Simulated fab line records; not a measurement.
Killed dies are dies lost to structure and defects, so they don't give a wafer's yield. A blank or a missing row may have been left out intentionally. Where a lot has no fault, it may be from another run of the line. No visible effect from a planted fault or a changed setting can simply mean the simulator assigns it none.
fab line records	flow n5Finfet
[record] lots = 24	wafers = 72	lastDay = 18
route steps=1938 shown WELL_APT@56 PMOS_HMC_CHANNEL_EPI@65 FIN_SAQP@97
lots untouched by any fault: they come from a run of this same line in which no faults occurred
startH: hours from the record's opening day to when the first of the lot's shown wafers began	waitH: time in hours since the lot's previous step	" as in the row above	L1.1+2: a row that stands for several wafers	- no value, or no start was given	* or withheld: withheld	< > ~ a bound
route shown NAME@n: a module of which the file shows steps, and the number in the route of the first	usual: average and standard deviation across the fault-free wafers	same: alike in all rows	chamber/n: place in a boat	sites: each site's reading	_std_site: standard deviation across them	_edge_site: the outer-site mean with the inner-site mean subtracted	radiusMm: how far each site lies from the wafer's centre	mask NAME#n: copy n	behind: the last tool/chamber to shape the wafer	hold: what put the lot on hold/how long, in hours/how the hold closed	device: transistor that didn't switch, given as n, p or np	end of line: the route-end tests of the same wafers	where a step has no rows: the recipe by itself	killed: dies that structure and defects cost at the first sort, which is not the same as the wafer's yield	map: shows each die of a wafer: x if killed, . if not, _ if none is there
set.NAME: setting as actually run; set.NAME@STEP: the setting as run at that earlier step	model.NAME: the simulator's own value behind a step, which no gauge read
steps of the route over a sample of lots; a table a step, a row a wafer
services: when a tool's chamber went out of use (startH, in hours from the record's first day, below 0 if earlier), for how many hours, and the reason
[[steps]]
[step N5_WELL_APT_INSPECT_38]
[recipe] inspectInstrument = darkfield	mode = postEpi
[usual] rawDefectCount = 12/4.8
lot.wafer	tool	chamber	startH	waitH	rawDefectCount
L074.2	defectInspect-02	-	17.75	0.4	13
L074.3	"	-	"	"	10
L074.5	"	-	"	"	10
L075.2	defectInspect-02	-	22.67	0.4	8
L075.4	"	-	"	"	10
L075.6	"	-	"	"	11
L076.3	defectInspect-01	-	29.27	0.4	12
L076.4	"	-	"	"	6
L076.6	"	-	"	"	10
L077.1	defectInspect-02	-	35.54	0.5	15
L077.2	"	-	"	"	9
L077.3	"	-	"	"	12
L078.1	defectInspect-01	-	41.04	0.7	10
L078.2	"	-	"	"	18
L078.5	"	-	"	"	17
L079.1	defectInspect-01	-	47.30	0.6	12
L079.3	"	-	"	"	8
L079.5	"	-	"	"	15
L080.4	defectInspect-01	-	52.96	0.2	6
L080.5	"	-	"	"	11
L080.6	"	-	"	"	4
L081.2	defectInspect-01	-	58.91	0.6	6
L081.3	"	-	"	"	17
L081.4	"	-	"	"	11
L082.3	defectInspect-01	-	64.98	0.4	23
L082.4	"	-	"	"	14
L082.6	"	-	"	"	25
L083.1	defectInspect-01	-	70.89	0.7	12
L083.4	"	-	"	"	9
L083.5	"	-	"	"	11
L084.2	defectInspect-02	-	77.09	0.7	11
L084.3	"	-	"	"	8
L084.6	"	-	"	"	16
L085.3	defectInspect-02	-	83.19	0.3	11
L085.5	"	-	"	"	8
L085.6	"	-	"	"	10
L086.2	defectInspect-01	-	89.08	0.6	16
L086.3	"	-	"	"	12
L086.6	"	-	"	"	17
L087.1	defectInspect-02	-	96.65	0.5	11
L087.2	"	-	"	"	18
L087.5	"	-	"	"	8
L088.1	defectInspect-02	-	102.69	0.7	7
L088.5	"	-	"	"	11
L088.6	"	-	"	"	6
L089.1	defectInspect-02	-	106.86	0.5	19
L089.2	"	-	"	"	12
L089.6	"	-	"	"	5
L090.1	defectInspect-02	-	113.46	0.7	16
L090.4	"	-	"	"	18
L090.5	"	-	"	"	19
L091.1	defectInspect-01	-	118.88	0.7	4
L091.4	"	-	"	"	5
L091.5	"	-	"	"	11
L092.2	defectInspect-02	-	124.68	0.4	15
L092.3	"	-	"	"	19
L092.6	"	-	"	"	8
L093.2	defectInspect-01	-	131.14	0.6	19
L093.5	"	-	"	"	9
L093.6	"	-	"	"	9
L094.2	defectInspect-01	-	137.03	0.4	14
L094.3	"	-	"	"	15
L094.4	"	-	"	"	14
L095.3	defectInspect-01	-	143.10	0.4	12
L095.5	"	-	"	"	12
L095.6	"	-	"	"	17
L096.3	defectInspect-01	-	148.69	0.3	11
L096.4	"	-	"	"	7
L096.5	"	-	"	"	24
L097.2	defectInspect-02	-	155.35	0.7	8
L097.4	"	-	"	"	14
L097.5	"	-	"	"	8
[step N5_PMOS_HMC_CHANNEL_EPI_CD_MEAS_09]
[recipe] targetCdNm = 237.4	landingEnergyEv = 500	detector = seInlens
[usual] cdNm = 237.6/1
lot.wafer	tool	chamber	startH	waitH	cdNm
L074.2	cdSem-02	0	18.19	-	237.6
L074.3	"	0	"	"	238.7
L074.5	"	0	"	"	238.5
L075.2	cdSem-03	0	23.13	-	236.7
L075.4	"	0	"	"	236.9
L075.6	"	0	"	"	236.8
L076.3	cdSem-01	0	29.72	-	239.3
L076.4	"	0	"	"	237.1
L076.6	"	0	"	"	238.3
L077.1	cdSem-03	0	36.00	-	237.2
L077.2	"	0	"	"	238.8
L077.3	"	0	"	"	238.0
L078.1	cdSem-02	0	41.36	-	238.6
L078.2	"	0	"	"	237.8
L078.5	"	0	"	"	239.3
L079.1	cdSem-01	0	47.62	-	238.6
L079.3	"	0	"	"	239.2
L079.5	"	0	"	"	239.1
L080.4	cdSem-03	0	53.40	-	237.1
L080.5	"	0	"	"	238.0
L080.6	"	0	"	"	236.8
L081.2	cdSem-02	0	59.22	-	238.6
L081.3	"	0	"	"	236.7
L081.4	"	0	"	"	238.3
L082.3	cdSem-01	0	65.42	-	237.0
L082.4	"	0	"	"	236.6
L082.6	"	0	"	"	236.4
L083.1	cdSem-01	0	71.33	-	237.2
L083.4	"	0	"	"	236.5
L083.5	"	0	"	"	236.5
L084.2	cdSem-03	0	77.55	-	237.3
L084.3	"	0	"	"	237.7
L084.6	"	0	"	"	238.5
L085.3	cdSem-02	0	83.51	-	236.6
L085.5	"	0	"	"	236.5
L085.6	"	0	"	"	237.2
L086.2	cdSem-01	0	89.52	-	238.7
L086.3	"	0	"	"	236.0
L086.6	"	0	"	"	237.2
L087.1	cdSem-01	0	97.09	-	237.3
L087.2	"	0	"	"	238.0
L087.5	"	0	"	"	236.6
L088.1	cdSem-03	0	103.13	-	237.0
L088.5	"	0	"	"	236.5
L088.6	"	0	"	"	237.5
L089.1	cdSem-01	0	107.18	-	237.1
L089.2	"	0	"	"	236.0
L089.6	"	0	"	"	235.9
L090.1	cdSem-01	0	113.90	-	237.5
L090.4	"	0	"	"	237.0
L090.5	"	0	"	"	238.6
L091.1	cdSem-01	0	119.32	-	236.5
L091.4	"	0	"	"	239.1
L091.5	"	0	"	"	237.9
L092.2	cdSem-02	0	125.12	-	237.6
L092.3	"	0	"	"	237.0
L092.6	"	0	"	"	237.0
L093.2	cdSem-02	0	131.58	-	239.5
L093.5	"	0	"	"	238.5
L093.6	"	0	"	"	240.2
L094.2	cdSem-01	0	137.47	-	236.9
L094.3	"	0	"	"	236.9
L094.4	"	0	"	"	236.5
L095.3	cdSem-01	0	143.54	-	237.6
L095.5	"	0	"	"	238.3
L095.6	"	0	"	"	239.5
L096.3	cdSem-01	0	149.13	-	237.9
L096.4	"	0	"	"	237.3
L096.5	"	0	"	"	237.5
L097.2	cdSem-03	0	155.80	-	237.2
L097.4	"	0	"	"	237.1
L097.5	"	0	"	"	237.0
[step N5_PMOS_HMC_CHANNEL_EPI_STRIP_33]
[recipe] chemistry = N2/H2	powerW = 500	tempC = 40	pressureMtorr = 50	rfFrequencyHz = 6e+07	overashFraction = 0.3	biasPowerW = 8	h2Frac = 0.5	n2FlowSccm = 300	h2FlowSccm = 300
[usual] drypumpMotorCurrentA = 5.6/0.42	oesProductAu = 0.77/0.082	rfVppV = 54.2/1.7	showerheadPlenumPTorr = 3.36/0.11	throttleValvePct = 18.9/0.39
lot.wafer	tool	chamber	startH	waitH	drypumpMotorCurrentA	oesProductAu	rfHoursCounterH	rfVppV	showerheadPlenumPTorr	throttleValvePct
L074.2	rieDiel-04	3	18.73	0.0	5.4	0.68	251	55.2	3.19	19.0
L074.3	"	1	"	"	5.1	0.71	176	50.3	3.32	18.5
L074.5	"	0	"	"	6.3	0.67	-	54.7	3.32	19.6
L075.2	rieDiel-03	3	23.59	0.0	5.9	0.70	226	53.5	3.41	18.6
L075.4	"	1	"	"	4.9	0.71	213	52.7	3.49	19.7
L075.6	"	2	"	"	6.0	0.75	-	54.4	3.22	18.8
L076.3	rieDiel-03	0	29.94	0.0	5.8	0.74	123	54.6	3.52	19.1
L076.4	"	1	"	"	4.9	0.70	216	53.3	3.49	19.7
L076.6	"	0	"	"	5.8	0.75	-	53.8	3.52	19.1
L077.1	rieDiel-05	2	36.33	0.0	5.8	0.77	93	54.4	3.38	19.4
L077.2	"	0	"	"	6.1	0.70	239	54.8	3.33	18.9
L077.3	"	1	"	"	5.5	0.79	120	53.8	3.22	18.4
L078.1	rieDiel-03	3	41.59	0.0	5.9	0.70	232	55.5	3.41	18.6
L078.2	"	1	"	"	4.9	0.71	219	52.1	3.49	19.7
L078.5	"	3	"	"	6.0	0.70	-	54.9	3.41	18.6
L079.1	rieDiel-05	1	47.84	0.0	5.5	0.78	124	52.1	3.22	18.4
L079.3	"	2	"	"	5.8	0.79	97	57.0	3.38	19.4
L079.5	"	3	"	"	5.4	0.88	-	56.3	3.39	18.9
L080.4	rieDiel-05	3	53.62	0.0	5.5	0.88	40	54.5	3.39	18.9
L080.5	"	2	"	"	5.8	0.77	-	56.3	3.38	19.4
L080.6	"	1	"	"	5.5	0.76	-	53.8	3.22	18.4
L081.2	rieDiel-03	2	59.44	0.0	6.0	0.73	174	57.3	3.22	18.8
L081.3	"	0	"	"	5.8	0.75	133	54.0	3.52	19.2
L081.4	"	3	"	"	5.9	0.69	-	52.2	3.41	18.6
L082.3	rieDiel-04	1	65.64	0.0	5.1	0.70	198	54.6	3.31	18.5
L082.4	"	0	"	"	6.3	0.93	10	53.7	3.31	19.3
L082.6	"	1	"	"	5.0	0.71	-	52.6	3.31	18.5
L083.1	rieDiel-03	0	71.55	0.0	5.8	0.77	138	59.4	3.51	19.2
L083.4	"	2	"	"	6.0	0.74	179	54.1	3.21	18.9
L083.5	"	0	"	"	5.8	0.75	-	54.7	3.51	19.2
L084.2	rieDiel-05	1	77.77	0.0	5.5	0.77	135	53.2	3.22	18.4
L084.3	"	2	"	"	5.8	0.78	108	53.4	3.38	19.4
L084.6	"	1	"	"	5.5	0.78	-	57.4	3.22	18.4
L085.3	rieDiel-04	3	83.72	0.0	5.4	0.92	6	55.3	3.59	18.5
L085.5	"	1	"	"	5.1	0.70	-	51.8	3.31	18.5
L085.6	"	2	"	"	5.0	0.75	-	53.3	3.24	19.1
L086.2	rieDiel-05	3	90.07	0.0	5.5	0.87	52	52.3	3.39	18.9
L086.3	"	0	"	"	6.1	1.03	0	55.1	3.32	18.5
L086.6	"	2	"	"	5.8	0.77	-	51.8	3.38	19.4
L087.1	rieDiel-04	3	98.05	0.0	5.4	0.94	9	53.9	3.59	18.5
L087.2	"	1	"	"	5.1	0.69	209	56.6	3.30	18.6
L087.5	"	2	"	"	5.0	0.75	-	56.0	3.23	19.1
L088.1	rieDiel-03	0	103.45	0.0	5.8	0.72	146	54.4	3.51	19.2
L088.5	"	3	"	"	5.9	0.68	-	53.3	3.40	18.7
L088.6	"	0	"	"	5.8	0.75	-	52.7	3.51	19.2
L089.1	rieDiel-03	1	107.73	0.0	4.9	0.69	240	54.4	3.47	19.7
L089.2	"	2	"	"	6.0	0.72	192	51.8	3.21	18.9
L089.6	"	1	"	"	5.0	0.69	-	53.5	3.47	19.7
L090.1	rieDiel-03	0	114.19	0.0	5.8	0.71	150	53.6	3.51	19.2
L090.4	"	1	"	"	4.9	0.69	-	54.7	3.47	19.7
L090.5	"	2	"	"	6.0	0.72	-	52.1	3.20	18.8
L091.1	rieDiel-05	1	119.54	0.0	5.5	0.75	149	54.1	3.21	18.4
L091.4	"	3	"	"	5.4	0.86	62	57.1	3.38	18.9
L091.5	"	0	"	"	6.1	0.97	-	54.0	3.32	18.6
L092.2	rieDiel-05	2	125.34	0.0	5.8	0.76	123	53.5	3.37	19.5
L092.3	"	1	"	"	5.5	0.78	150	55.2	3.21	18.4
L092.6	"	1	"	"	5.5	0.76	-	52.5	3.21	18.4
L093.2	rieDiel-04	2	132.14	0.0	5.0	0.74	161	53.0	3.23	19.1
L093.5	"	1	"	"	5.1	0.68	-	55.3	3.30	18.5
L093.6	"	0	"	"	6.3	0.88	-	52.3	3.30	19.3
L094.2	rieDiel-04	2	137.69	0.0	5.0	0.75	163	54.6	3.23	19.1
L094.3	"	3	"	"	5.4	0.89	22	51.7	3.58	18.6
L094.4	"	1	"	"	5.1	0.69	222	55.1	3.30	18.6
L095.3	rieDiel-05	1	143.76	0.0	5.5	0.75	155	52.5	3.20	18.4
L095.5	"	3	"	"	5.5	0.83	-	55.9	3.38	18.9
L095.6	"	2	"	"	5.8	0.77	-	53.1	3.37	19.5
L096.3	rieDiel-04	2	149.35	0.0	5.0	0.74	166	51.2	3.23	19.1
L096.4	"	0	"	"	6.3	0.87	37	52.3	3.30	19.3
L096.5	"	3	"	"	5.4	0.89	-	50.6	3.58	18.5
L097.2	rieDiel-03	2	156.03	0.0	6.0	0.71	208	57.3	3.20	18.9
L097.4	"	3	"	"	5.9	0.92	-	55.7	3.39	18.3
L097.5	"	2	"	"	6.0	0.72	-	54.7	3.20	18.9
[step N5_FIN_SAQP_THK_MEAS_05]
[usual] thkNm = 38.1/0.55
lot.wafer	tool	chamber	startH	waitH	thkNm
L074.2	filmMetro-01	-	23.37	0.1	38.3
L074.3	"	-	"	"	39.0
L074.5	"	-	"	"	39.0
L075.2	filmMetro-02	-	27.54	0.1	37.1
L075.4	"	-	"	"	38.1
L075.6	"	-	"	"	38.1
L076.3	filmMetro-02	-	33.38	0.1	38.4
L076.4	"	-	"	"	37.5
L076.6	"	-	"	"	38.4
L077.1	filmMetro-01	-	39.58	0.1	37.2
L077.2	"	-	"	"	37.4
L077.3	"	-	"	"	37.7
L078.1	filmMetro-01	-	45.47	0.1	38.4
L078.2	"	-	"	"	37.9
L078.5	"	-	"	"	38.8
L079.1	filmMetro-02	-	51.19	0.1	37.7
L079.3	"	-	"	"	37.5
L079.5	"	-	"	"	38.1
L080.4	filmMetro-01	-	57.05	0.0	38.1
L080.5	"	-	"	"	38.3
L080.6	"	-	"	"	38.2
L081.2	filmMetro-01	-	63.07	0.1	37.9
L081.3	"	-	"	"	37.7
L081.4	"	-	"	"	38.8
L082.3	filmMetro-01	-	69.05	0.1	37.7
L082.4	"	-	"	"	39.5
L082.6	"	-	"	"	37.7
L083.1	filmMetro-02	-	75.03	0.1	37.0
L083.4	"	-	"	"	38.0
L083.5	"	-	"	"	38.7
L084.2	filmMetro-02	-	81.90	0.1	37.1
L084.3	"	-	"	"	37.0
L084.6	"	-	"	"	38.3
L085.3	filmMetro-02	-	89.57	0.1	37.4
L085.5	"	-	"	"	38.2
L085.6	"	-	"	"	39.1
L086.2	filmMetro-01	-	94.02	0.1	38.1
L086.3	"	-	"	"	38.9
L086.6	"	-	"	"	38.7
L087.1	filmMetro-01	-	102.22	0.1	38.6
L087.2	"	-	"	"	37.5
L087.5	"	-	"	"	38.4
L088.1	filmMetro-01	-	107.24	0.1	37.6
L088.5	"	-	"	"	38.4
L088.6	"	-	"	"	38.1
L089.1	filmMetro-02	-	111.07	0.1	37.5
L089.2	"	-	"	"	37.6
L089.6	"	-	"	"	38.8
L090.1	filmMetro-01	-	118.04	0.1	37.3
L090.4	"	-	"	"	38.6
L090.5	"	-	"	"	38.0
L091.1	filmMetro-02	-	123.18	0.1	37.5
L091.4	"	-	"	"	38.1
L091.5	"	-	"	"	38.6
L092.2	filmMetro-02	-	128.81	0.1	37.6
L092.3	"	-	"	"	37.9
L092.6	"	-	"	"	38.5
L093.2	filmMetro-02	-	136.37	0.1	38.3
L093.5	"	-	"	"	38.5
L093.6	"	-	"	"	38.2
L094.2	filmMetro-02	-	141.20	0.1	37.9
L094.3	"	-	"	"	38.8
L094.4	"	-	"	"	38.5
L095.3	filmMetro-02	-	148.41	0.1	38.0
L095.5	"	-	"	"	38.9
L095.6	"	-	"	"	38.5
L096.3	filmMetro-01	-	152.99	0.1	37.7
L096.4	"	-	"	"	38.2
L096.5	"	-	"	"	39.6
L097.2	filmMetro-01	-	160.24	0.1	37.9
L097.4	"	-	"	"	38.3
L097.5	"	-	"	"	38.5
[step N5_FIN_SAQP_PECVD_48]
[recipe] material = SiNx	targetThkA = 250	tempC = 400	precursor = SiH4/NH3/N2	pressureTorr = 1.5	rfW = 300	timeS = 22.1
[usual] heaterPowerW = 761/120	showerheadPlenumPTorr = 5.120/0.021	throttleValvePct = 39.5/1.8
lot.wafer	tool	chamber	startH	waitH	heaterPowerW	showerheadPlenumPTorr	throttleValvePct
L074.2	pecvd-02	0	23.47	0.0	684	5.132	38.7
L074.3	"	1	"	"	720	5.130	42.1
L074.5	"	1	"	"	695	5.136	42.1
L075.2	pecvd-02	1	27.63	0.0	668	5.133	42.1
L075.4	"	0	"	"	773	5.112	38.8
L075.6	"	0	"	"	755	5.117	38.7
L076.3	pecvd-03	0	33.45	0.0	763	5.059	41.6
L076.4	"	2	"	"	798	5.130	36.6
L076.6	"	1	"	"	1021	5.151	39.2
L077.1	pecvd-02	1	39.68	0.0	626	5.133	42.1
L077.2	"	0	"	"	758	5.113	39.0
L077.3	"	0	"	"	750	5.122	38.9
L078.1	pecvd-04	1	45.55	0.0	546	5.125	39.3
L078.2	"	0	"	"	796	5.100	39.7
L078.5	"	0	"	"	782	5.117	39.9
L079.1	pecvd-02	2	51.27	0.0	693	5.151	36.4
L079.3	"	1	"	"	676	5.127	42.1
L079.5	"	1	"	"	671	5.123	42.4
L080.4	pecvd-02	1	57.14	0.0	685	5.127	42.1
L080.5	"	0	"	"	781	5.108	39.1
L080.6	"	2	"	"	637	5.149	36.2
L081.2	pecvd-04	0	63.15	0.0	694	5.111	39.3
L081.3	"	1	"	"	526	5.130	39.4
L081.4	"	0	"	"	661	5.112	39.7
L082.3	pecvd-04	0	69.13	0.0	730	5.100	39.8
L082.4	"	0	"	"	712	5.110	39.7
L082.6	"	1	"	"	655	5.115	39.4
L083.1	pecvd-03	2	75.13	0.0	813	5.137	36.7
L083.4	"	2	"	"	795	5.131	36.6
L083.5	"	1	"	"	1051	5.126	39.1
L084.2	pecvd-04	1	81.97	0.0	611	5.119	39.3
L084.3	"	0	"	"	723	5.106	39.9
L084.6	"	1	"	"	588	5.113	39.4
L085.3	pecvd-03	2	89.65	0.0	872	5.135	36.5
L085.5	"	0	"	"	818	5.048	41.8
L085.6	"	2	"	"	880	5.133	36.7
L086.2	pecvd-03	2	94.10	0.0	890	5.127	36.7
L086.3	"	1	"	"	1025	5.146	39.0
L086.6	"	2	"	"	910	5.130	36.5
L087.1	pecvd-04	1	102.30	0.0	609	5.115	39.3
L087.2	"	0	"	"	719	5.101	39.6
L087.5	"	2	"	"	842	5.120	40.5
L088.1	pecvd-04	1	107.32	0.0	584	5.123	39.4
L088.5	"	2	"	"	724	5.125	40.5
L088.6	"	0	"	"	798	5.112	39.8
L089.1	pecvd-02	0	111.15	0.0	762	5.112	39.0
L089.2	"	2	"	"	766	5.164	36.3
L089.6	"	1	"	"	718	5.119	41.9
L090.1	pecvd-03	0	118.12	0.0	730	5.067	41.5
L090.4	"	2	"	"	810	5.145	36.7
L090.5	"	1	"	"	960	5.138	39.2
L091.1	pecvd-02	1	123.26	0.0	605	5.126	42.3
L091.4	"	0	"	"	723	5.123	39.1
L091.5	"	2	"	"	744	5.145	36.2
L092.2	pecvd-04	0	128.88	0.0	781	5.101	39.8
L092.3	"	1	"	"	640	5.100	39.3
L092.6	"	1	"	"	633	5.122	39.2
L093.2	pecvd-04	2	136.45	0.0	875	5.120	40.6
L093.5	"	2	"	"	852	5.128	40.3
L093.6	"	1	"	"	528	5.122	39.7
L094.2	pecvd-03	0	141.28	0.0	740	5.068	41.7
L094.3	"	2	"	"	910	5.135	36.9
L094.4	"	2	"	"	887	5.136	37.0
L095.3	pecvd-02	2	148.49	0.0	735	5.153	36.2
L095.5	"	2	"	"	762	5.152	36.3
L095.6	"	0	"	"	672	5.124	39.3
L096.3	pecvd-04	1	153.07	0.0	546	5.121	39.6
L096.4	"	0	"	"	758	5.092	40.0
L096.5	"	1	"	"	546	5.120	39.5
L097.2	pecvd-03	0	160.31	0.0	769	5.064	41.9
L097.4	"	2	"	"	870	5.134	36.8
L097.5	"	0	"	"	804	5.071	41.7
[step N5_FIN_SAQP_PECVD_06]
[recipe] material = a-Si	targetThkA = 600	tempC = 400	precursor = SiH4/He	pressureTorr = 3	rfW = 100	timeS = 48.1
[usual] heaterPowerW = 823/110	showerheadPlenumPTorr = 5.653/0.017	throttleValvePct = 18.0/0.78
lot.wafer	tool	chamber	startH	waitH	heaterPowerW	showerheadPlenumPTorr	throttleValvePct
L074.2	pecvd-02	0	23.53	0.0	735	5.658	17.6
L074.3	"	1	"	"	758	5.652	19.1
L074.5	"	1	"	"	769	5.658	19.2
L075.2	pecvd-02	1	27.69	0.0	786	5.651	19.1
L075.4	"	0	"	"	735	5.655	17.6
L075.6	"	0	"	"	725	5.640	18.1
L076.3	pecvd-03	0	33.49	0.0	864	5.621	19.0
L076.4	"	2	"	"	919	5.658	16.6
L076.6	"	1	"	"	1086	5.668	17.8
L077.1	pecvd-02	1	39.74	0.0	782	5.664	19.1
L077.2	"	0	"	"	728	5.660	17.5
L077.3	"	0	"	"	742	5.645	17.8
L078.1	pecvd-04	1	45.59	0.0	689	5.663	18.1
L078.2	"	0	"	"	849	5.640	18.1
L078.5	"	0	"	"	857	5.634	17.9
L079.1	pecvd-02	2	51.31	0.0	813	5.671	16.6
L079.3	"	1	"	"	798	5.661	19.0
L079.5	"	1	"	"	780	5.648	19.3
L080.4	pecvd-02	1	57.19	0.0	727	5.670	19.0
L080.5	"	0	"	"	720	5.650	17.8
L080.6	"	2	"	"	817	5.695	16.7
L081.2	pecvd-04	0	63.19	0.0	782	5.639	18.3
L081.3	"	1	"	"	657	5.664	17.9
L081.4	"	0	"	"	776	5.644	18.3
L082.3	pecvd-04	0	69.17	0.0	782	5.651	18.1
L082.4	"	0	"	"	783	5.627	18.0
L082.6	"	1	"	"	621	5.654	18.1
L083.1	pecvd-03	2	75.18	0.0	903	5.665	16.9
L083.4	"	2	"	"	897	5.657	16.9
L083.5	"	1	"	"	963	5.681	17.8
L084.2	pecvd-04	1	82.01	0.0	684	5.647	17.9
L084.3	"	0	"	"	847	5.635	18.2
L084.6	"	1	"	"	661	5.646	18.0
L085.3	pecvd-03	2	89.69	0.0	938	5.651	16.8
L085.5	"	0	"	"	817	5.611	19.0
L085.6	"	2	"	"	983	5.644	16.7
L086.2	pecvd-03	2	94.14	0.0	973	5.676	16.7
L086.3	"	1	"	"	1046	5.674	17.9
L086.6	"	2	"	"	993	5.650	16.8
L087.1	pecvd-04	1	102.34	0.0	676	5.663	18.0
L087.2	"	0	"	"	793	5.660	18.2
L087.5	"	2	"	"	834	5.665	18.4
L088.1	pecvd-04	1	107.36	0.0	634	5.655	17.9
L088.5	"	2	"	"	875	5.646	18.5
L088.6	"	0	"	"	828	5.640	18.3
L089.1	pecvd-02	0	111.18	0.0	694	5.651	17.7
L089.2	"	2	"	"	740	5.677	16.5
L089.6	"	1	"	"	780	5.660	19.1
L090.1	pecvd-03	0	118.16	0.0	792	5.617	18.8
L090.4	"	2	"	"	906	5.672	16.7
L090.5	"	1	"	"	1060	5.691	17.6
L091.1	pecvd-02	1	123.30	0.0	784	5.666	19.1
L091.4	"	0	"	"	824	5.640	18.1
L091.5	"	2	"	"	767	5.685	16.7
L092.2	pecvd-04	0	128.92	0.0	761	5.650	18.2
L092.3	"	1	"	"	665	5.644	18.0
L092.6	"	1	"	"	664	5.652	18.0
L093.2	pecvd-04	2	136.49	0.0	904	5.651	18.5
L093.5	"	2	"	"	781	5.665	18.6
L093.6	"	1	"	"	661	5.650	18.0
L094.2	pecvd-03	0	141.32	0.0	928	5.625	19.0
L094.3	"	2	"	"	941	5.665	16.6
L094.4	"	2	"	"	971	5.668	16.9
L095.3	pecvd-02	2	148.53	0.0	848	5.668	17.0
L095.5	"	2	"	"	858	5.677	16.9
L095.6	"	0	"	"	840	5.646	18.1
L096.3	pecvd-04	1	153.11	0.0	672	5.663	18.0
L096.4	"	0	"	"	824	5.649	18.1
L096.5	"	1	"	"	666	5.653	18.1
L097.2	pecvd-03	0	160.35	0.0	858	5.603	19.0
L097.4	"	2	"	"	976	5.655	16.7
L097.5	"	0	"	"	871	5.620	19.0
[[services]]
tool	chamber	startH	hours	kind
rieDiel-04	2	9.42	16.4	repair
pecvd-02	2	21.12	-	clean
pecvd-02	2	21.12	-	consumableReplace:showerhead
pecvd-02	2	21.12	29.0	scheduledDown
pecvd-02	2	21.12	29.0	ventCycle
pecvd-04	2	23.23	5.5	scheduledDown
pecvd-04	-	54.39	6.0	pm
pecvd-02	-	61.97	5.5	pm
rieDiel-05	0	69.06	-	clean
pecvd-02	-	72.77	0.4	repair
rieDiel-03	3	74.51	6.5	repair
pecvd-03	0	74.99	2.1	scheduledDown
rieDiel-03	0	83.65	4.6	repair
pecvd-02	1	92.37	5.5	scheduledDown
pecvd-02	-	102.66	6.0	pm
rieDiel-03	3	104.46	-	clean
rieDiel-03	3	104.46	-	consumableReplace:focusRing
rieDiel-03	3	104.46	15.2	scheduledDown
rieDiel-03	3	104.46	15.2	ventCycle
pecvd-04	-	133.78	1.2	repair
rieDiel-03	1	142.65	-	clean
rieDiel-03	1	142.65	-	consumableReplace:focusRing
rieDiel-03	1	142.65	26.3	scheduledDown
rieDiel-03	1	142.65	26.3	ventCycle
[[key]]
fault none
